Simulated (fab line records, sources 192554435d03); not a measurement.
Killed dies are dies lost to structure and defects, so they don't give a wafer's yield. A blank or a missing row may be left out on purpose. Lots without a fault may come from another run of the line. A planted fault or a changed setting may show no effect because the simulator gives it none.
A struck lot beside a sound one | flow n5_finfet | 42 steps out of a route of 1938
Sound: wafers L246.3, L246.4, L246.6. Struck: wafer L240.4. (L240.3 of the same lot was not struck and is left out.) The cause comes at the end.
At each step with rows: each side's tool, then ch and its chambers, then its first start. Under that, the readings that differ: sound wafers | struck wafers | difference of the means | sigmas: that difference in standard deviations of wafers without a fault.
alike: readings whose means differ by less than 2 such deviations, and words and numbers that are the same on both sides. not compared: withheld readings, readings that some wafer has no value for, bounds like >300 that may hide the same value, and numbers for which the record gives no deviation and whose values overlap.
The two part at a step that has a row with sigmas, a row that says differs or no value, or rows on one side only. Numbers that don't overlap but have no deviation are shown without sigmas and don't part them. A reading that every wafer of one side lacks parts them only if that side has two wafers or more.

first, 8 steps without rows for these wafers: N5_BEOL_M2_ANNEAL_51 (time 90 s); N5_BEOL_M2_CMP_52 (polishes, stops on SiOC, t overpolish 6.8 s, target thk 40 nm); N5_BEOL_M2_PRE_CLEAN_60 (time 15 s); N5_BEOL_M2_CO_CAP_55 (material Co, precursor CCTBA/H2, target thk 2 nm, time 102.1 s); N5_BEOL_M2_PRE_CLEAN_56 (time 15 s); N5_BEOL_M2_DEP_57 (deposits SiCN from 3MS/NH3, target thk 8 nm, time 14 s); N5_BEOL_M3_ILD_DEP_00 (deposits SiOC from DEMS/O2, target thk 79 nm, time 15.3 s); N5_BEOL_M3_PECVD_72 (deposits SiO2 from TEOS/O2, target thk 16 nm, time 18 s).
N5_BEOL_M3_HM_DEP_02: deposits TiN, target thk 20 nm.
  sound on pvd_sputter-02, day 12 18:45; struck on pvd_sputter-01, day 10 23:27
  reading                                    | sound          | struck | difference | sigmas
  model.TiN_of_BEOL_M3_HM_DEP_02.thk_nm (nm) | 20.2 19.8 20.2 | 31.6   | +11.5      |
  alike: susceptor_temp_C, throttle_valve_pct
then, 16 steps without rows for these wafers: N5_BEOL_M3_COAT_61 (time 60 s, resist thk 60 nm); N5_BEOL_M3_COAT_62 (time 60 s, resist thk 12 nm); N5_BEOL_M3_COAT_73 (time 60 s, resist thk 5 nm); N5_BEOL_M3_COAT_05 (resist thk 30 nm); N5_BEOL_M3_EBR_07; N5_BEOL_M3_SOFTBAKE_06 (time 60 s); N5_BEOL_M3_EXPOSE_08 (exposes mask M3); N5_BEOL_M3_PEB_09 (peb time 60 s); N5_BEOL_M3_DEVELOP_10 (develop time 30 s); N5_BEOL_M3_DESCUM_16 (chemistry O2, time 7 s); N5_BEOL_M3_ETCH_74 (etches underlayer in N2/H2, target depth 6.5 nm, time 5.2 s); N5_BEOL_M3_ETCH_63 (etches SiARC in CF4, target depth 15.6 nm, time 26 s); N5_BEOL_M3_ETCH_64 (etches SOC in N2/H2, target depth 75 nm, overetch 15 nm, time 112.5 s); N5_BEOL_M3_STRIP_65 (strips in N2/H2); N5_BEOL_M3_STRIP_75 (strips in N2/H2); N5_BEOL_M3_STRIP_66 (strips in CF4).
N5_BEOL_M3_HM_OPEN_17: chemistry Cl2/BCl3, target TiN, target depth 20 nm, overetch 6 nm.
  sound on rie_metal-03 ch 0,1, day 12 19:41; struck on rie_metal-03 ch 0, day 11 00:14
  reading                        | sound              | struck | difference | sigmas
  chamber_pressure_mTorr (mTorr) | 9.997 9.992 10.009 | 9.981  | -0.018     | -2
  model.etch.depth_nm (nm)       | 20.14 19.83 20.15  | 26.57  | +6.53      |
  alike: drypump_motor_current_A, mfc_cl2_sccm, oes_ar_750_au, oes_product_au, throttle_valve_pct
  not compared: rf_hours_counter_h
then, 8 steps without rows for these wafers: N5_BEOL_M3_STRIP_19 (strips in O2); N5_BEOL_M3_COAT_67 (time 60 s, resist thk 60 nm); N5_BEOL_M3_COAT_68 (time 60 s, resist thk 12 nm); N5_BEOL_M3_COAT_76 (time 60 s, resist thk 5 nm); N5_BEOL_M3_COAT_22 (resist thk 30 nm); N5_BEOL_M3_EBR_24; N5_BEOL_M3_SOFTBAKE_23 (time 60 s); N5_BEOL_M3_EXPOSE_25 (exposes mask V2, defocus 5 nm).
N5_BEOL_M3_ETCHBACK_99: etches SiO2 in CHF3, target depth 5 nm, time 10.4 s.
  sound on rie_diel-04 ch 0,2,3, day 12 22:29; struck on rie_diel-02 ch 1, day 11 03:07
  reading               | sound          | struck | difference | sigmas
  oes_product_au (a.u.) | 0.85 0.87 0.67 | 0.27   | -0.53      | -5
  alike: chamber_pressure_mTorr, drypump_motor_current_A, oes_ar_750_au, rf_vpp_V, showerhead_plenum_p_Torr, throttle_valve_pct
  not compared: rf_hours_counter_h
N5_BEOL_M3_VIA_ETCH_34: etches the open film in C4F6/O2, target depth 69.4 nm, time 65.9 s.
  sound on rie_diel-04 ch 0,2,3, day 12 22:37; struck on rie_diel-02 ch 1, day 11 03:15
  reading               | sound          | struck | difference | sigmas
  oes_product_au (a.u.) | 0.85 0.88 0.68 | 0.27   | -0.53      | -5
  alike: chamber_pressure_mTorr, drypump_motor_current_A, oes_ar_750_au, rf_vpp_V, showerhead_plenum_p_Torr, throttle_valve_pct
  not compared: rf_hours_counter_h
N5_BEOL_M3_TRENCH_ETCH_37: etches SiOC in C4F6/O2, target depth 55.555 nm, time 29.2 s.
  sound on rie_diel-04 ch 0,2,3; struck on rie_diel-02 ch 1
  reading                                    | sound                | struck | difference | sigmas
  chamber_pressure_mTorr (mTorr)             | 29.984 29.987 29.959 | 30.029 | +0.052     | +2
  model.TiN_of_BEOL_M3_HM_DEP_02.thk_nm (nm) | 17.8 17.4 17.8       | 29.4   | +11.7      |
  alike: drypump_motor_current_A, oes_ar_750_au, oes_product_au, rf_vpp_V, showerhead_plenum_p_Torr, throttle_valve_pct
  not compared: rf_hours_counter_h
N5_BEOL_M3_OCD_MEAS_38:
  sound on ocd-02, day 12 22:52; struck on ocd-02, day 11 03:31
  reading              | sound          | struck | difference | sigmas
  trench_depth_nm (nm) | 56.9 56.3 53.9 | 0.4    | -55.3      | -50
N5_BEOL_M3_CD_MEAS_35: target cd 18 nm, target cd y 21 nm.
  sound on cd_sem-03, day 12 23:01; struck on cd_sem-01, day 11 03:40
  not compared: cd_nm
N5_BEOL_M3_THK_MEAS_53: measures by xrf.
  sound on film_metro-02, day 13 02:35; struck on film_metro-01, day 11 08:20
  not compared: M3_THK
N5_BEOL_M4_RC_MEAS_101:
  the record has rows for the sound wafers here (prober-02 ch 0, day 13 23:01) and none for the struck ones
-- the record jumps here: 5 days lie between the struck wafers' starts before and after (it left off in module BEOL_M4 and takes up again in module PASSIVATION, whose first step shown is number 1936 of the route) --
N5_PASSIVATION_PROBE_49:
  sound on prober-01, day 17 20:26; struck on prober-01, day 16 10:11
  reading                  | sound | struck | difference | sigmas
  defect_limited_yield (%) | 91.9  | 0.6    | -91.3      | -61
  killed_at_M0_to_M3       | 28    | 1129   | +1101      | +99 or more
  killed_dies              | 96    | 1173   | +1077      | +60
  killed_on_rim            | 13    | 152    | +139       | +37
  sort_bin_5_function (%)  | 5.1   | 96.7   | +91.6      | +92
  sort_n_pass              | 1084  | 7      | -1077      | -57
  sort_yield_pct (%)       | 91.9  | 0.6    | -91.3      | -57
  alike: killed_at_M4_up, killed_at_contacts, killed_at_front_end, killed_at_other, killed_open, killed_short, sort_bin_6_memory, sort_bin_8_speed

WHERE THEY PART
First at N5_BEOL_M3_HM_OPEN_17; last, within this record, at N5_PASSIVATION_PROBE_49.

WHY: what the simulator had put in
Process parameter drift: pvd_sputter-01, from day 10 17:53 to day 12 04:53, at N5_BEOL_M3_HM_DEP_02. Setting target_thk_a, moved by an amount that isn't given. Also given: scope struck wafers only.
